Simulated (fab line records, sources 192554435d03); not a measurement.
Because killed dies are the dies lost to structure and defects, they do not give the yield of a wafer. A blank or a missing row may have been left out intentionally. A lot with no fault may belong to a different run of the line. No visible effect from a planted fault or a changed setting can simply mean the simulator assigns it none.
Comparing a struck lot with a sound one / flow n5Finfet / 44 steps out of a route of 1938
Sound: wafers L251.1, L251.2, L251.5. Struck: wafer L253.3. (L253.2, L253.6 of the same lot were not struck and are left out.) The cause comes at the end.
Order at every step that has rows: each side's tool, ch and its chambers, its first start. Under that, the readings that differ: sound wafers / struck wafers / difference of the means / sigmas: that difference in standard deviations of wafers without a fault.
alike: words and numbers the same on both sides, and readings whose means are apart by under 2 such deviations; not compared: readings that were withheld, readings missing a value for some wafer, numbers with overlapping values and no deviation given by the record, and bounds like >300 which may hide the same value.
A row with sigmas, a row that says differs or no value, or rows on one side alone: a step with any of these is where the two part. Numbers that don't overlap but have no deviation are shown without sigmas and don't part them. Lack of a reading on every wafer of one side parts them only where that side has two or more wafers.

first, 1 step without rows for these wafers: N5_BEOL_M6_ALD_77 (deposits TaN, target thk 2 nm, pulse time 2 s, purge time 3 s).
N5_BEOL_M6_SURFACE_TREAT_79:
  struck on pvdSputter-01, day 14 21:55; sound on pvdSputter-03, day 13 19:12
  not compared: throttleValvePct
then, 3 steps without rows for these wafers: N5_BEOL_M6_CVD_78 (deposits Co from CCTBA/H2, target thk 2 nm, time 142.3 s); N5_BEOL_M6_SPUTTER_48 (material Cu, target thk 10 nm, time 1.667 s); N5_BEOL_M6_ECD_50 (material Cu, target thk 300 nm).
N5_BEOL_M6_ANNEAL_51: time 90 s.
  sound on rtpAnneal-01 ch 0, day 13 19:46; struck on rtpAnneal-02 ch 0, day 14 22:31
  alike: wafer_temp_C_max
then, 1 step without rows for these wafers: N5_BEOL_M6_CMP_52 (polishes, stops on SiCOH lowk, t overpolish 6.9 s, target thk 80 nm).
N5_BEOL_M6_THK_MEAS_53: measures by xrf.
  struck on filmMetro-01, day 14 23:04; sound on filmMetro-02, day 13 20:39
  alike: M6_THK
then, 1 step without rows for these wafers: N5_BEOL_M6_PRE_CLEAN_55 (time 15 s).
N5_BEOL_M6_DEP_56: deposits SiCN from 3MS/NH3, target thk 10 nm, time 17.5 s.
  sound on pecvd-03 ch 0,1,2, day 13 20:43; struck on pecvd-04 ch 2, day 14 23:08
  alike: showerheadPlenumPTorr, throttleValvePct
N5_BEOL_M6_RS_MEAS_57: measures by four-point-probe.
  struck on filmMetro-02, day 14 23:12; sound on filmMetro-01, day 13 20:47
  alike: M6_RS
N5_BEOL_M6_INSPECT_58: inspects for defects (darkfield).
  struck on defectInspect-01, day 14 23:13; sound on defectInspect-01, day 13 20:49
  alike: rawDefectCount
N5_BEOL_M7_ILD_DEP_00: deposits SiCOH lowk from DEMS/porogen, target thk 179.75 nm, time 33.4 s.
  sound on pecvd-01 ch 0,1,2, day 13 20:51; struck on pecvd-01 ch 0, day 14 23:16
reading=model.SiCOH_lowk_of_BEOL_M7_ILD_DEP_00.thkNm (nm); sound=178.8 177.4 179.6; struck=186.8; difference=+8.2; sigmas=
  alike: heaterPowerW, showerheadPlenumPTorr, throttleValvePct
then, 1 step without rows for these wafers: N5_BEOL_M7_CURE_74 (cures SiCOH lowk, time 240 s).
N5_BEOL_M7_THK_MEAS_01:
  struck on filmMetro-01, day 15 00:19; sound on filmMetro-01, day 13 21:25
reading=M7_ILD_THK (nm); sound=154.1 153.0 155.0; struck=161.1; difference=+7.1; sigmas=+3
then, 10 steps without rows for these wafers: N5_BEOL_M7_PECVD_70 (deposits SiO2 from TEOS/O2, target thk 20 nm, time 22.7 s); N5_BEOL_M7_HM_DEP_02 (deposits TiN, target thk 20 nm); N5_BEOL_M7_COAT_59 (time 60 s, resist thk 100 nm); N5_BEOL_M7_COAT_60 (time 60 s, resist thk 35 nm); N5_BEOL_M7_COAT_05 (resist thk 90 nm); N5_BEOL_M7_EBR_07; N5_BEOL_M7_SOFTBAKE_06 (time 60 s); N5_BEOL_M7_EXPOSE_08 (exposes mask M7); N5_BEOL_M7_PEB_09 (peb time 60 s); N5_BEOL_M7_DEVELOP_10 (develop time 30 s).
N5_BEOL_M7_CD_MEAS_11: the cd target is 38.5 nm.
  sound on cdSem-01 ch 0, day 13 22:29; struck on cdSem-01 ch 0, day 15 01:55
  alike: cdNm
N5_BEOL_M7_OVL_MEAS_12:
  sound on overlay-01 ch 0, day 13 22:31; struck on overlay-01 ch 0, day 15 01:57
  alike: M7_OVL
N5_BEOL_M7_INSPECT_13: inspects for defects (brightfield).
  struck on defectInspect-02, day 15 01:59; sound on defectInspect-01, day 13 22:33
  alike: rawDefectCount
N5_BEOL_M7_DESCUM_16: chemistry O2, time 7.9 s.
  sound on rieDiel-05 ch 1,2, day 13 22:35; struck on rieDiel-06 ch 1, day 15 02:01
  alike: drypumpMotorCurrentA, oesProductAu, rfVppV, showerheadPlenumPTorr, throttleValvePct
  not compared: rfHoursCounterH
then, 5 steps without rows for these wafers: N5_BEOL_M7_ETCH_61 (etches SiARC in CF4, target depth 45.5 nm, time 75.8 s); N5_BEOL_M7_ETCH_62 (etches SOC in N2/H2, target depth 110 nm, overetch 22 nm, time 165 s); N5_BEOL_M7_STRIP_68 (strips in N2/H2); N5_BEOL_M7_STRIP_67 (strips in CF4); N5_BEOL_M7_HM_OPEN_17 (chemistry Cl2/BCl3, target TiN, target depth 20 nm, overetch 6 nm).
N5_BEOL_M7_STRIP_19: strips in O2.
  sound on rieDiel-02 ch 1,2,3, day 13 22:58; struck on rieDiel-06 ch 0, day 15 02:26
  alike: drypumpMotorCurrentA, oesProductAu, rfVppV, showerheadPlenumPTorr, throttleValvePct
  not compared: rfHoursCounterH
N5_BEOL_M7_CD_MEAS_18: pitch 80 nm, target cd 40 nm.
  struck on cdSem-03, day 15 02:30; sound on cdSem-02, day 13 23:02
  alike: cdNm
then, 6 steps without rows for these wafers: N5_BEOL_M7_COAT_63 (time 60 s, resist thk 60 nm); N5_BEOL_M7_COAT_64 (time 60 s, resist thk 12 nm); N5_BEOL_M7_COAT_71 (time 60 s, resist thk 5 nm); N5_BEOL_M7_COAT_22 (resist thk 30 nm); N5_BEOL_M7_EBR_24; N5_BEOL_M7_SOFTBAKE_23 (time 60 s).
N5_BEOL_M7_CMP_52: polishes, stops on SiCOH lowk, t overpolish 6.9 s, target thk 80 nm.
  sound on cmp-03 ch 0,1,3, day 14 02:55; struck on cmp-03 ch 1, day 15 05:39
reading=model.SiCOH_lowk_of_BEOL_M7_ILD_DEP_00.thkNm (nm); sound=151.2 150 152; struck=158; difference=+7; sigmas=
  alike: motorCurrentA
-- here the record skips 4 days between the struck wafers' starts before and after, leaving off in module BEOL_M7 and picking up in module PASSIVATION (first step shown: number 1936 of the route) --
N5_PASSIVATION_PROBE_49:
  rows exist in the record for the struck wafers here (prober-01, day 19 03:38), but not for the sound ones

WHERE THEY PART
Last at N5_PASSIVATION_PROBE_49 as far as this record goes, first at N5_BEOL_M7_THK_MEAS_01.

WHY: what had been put in by the simulator
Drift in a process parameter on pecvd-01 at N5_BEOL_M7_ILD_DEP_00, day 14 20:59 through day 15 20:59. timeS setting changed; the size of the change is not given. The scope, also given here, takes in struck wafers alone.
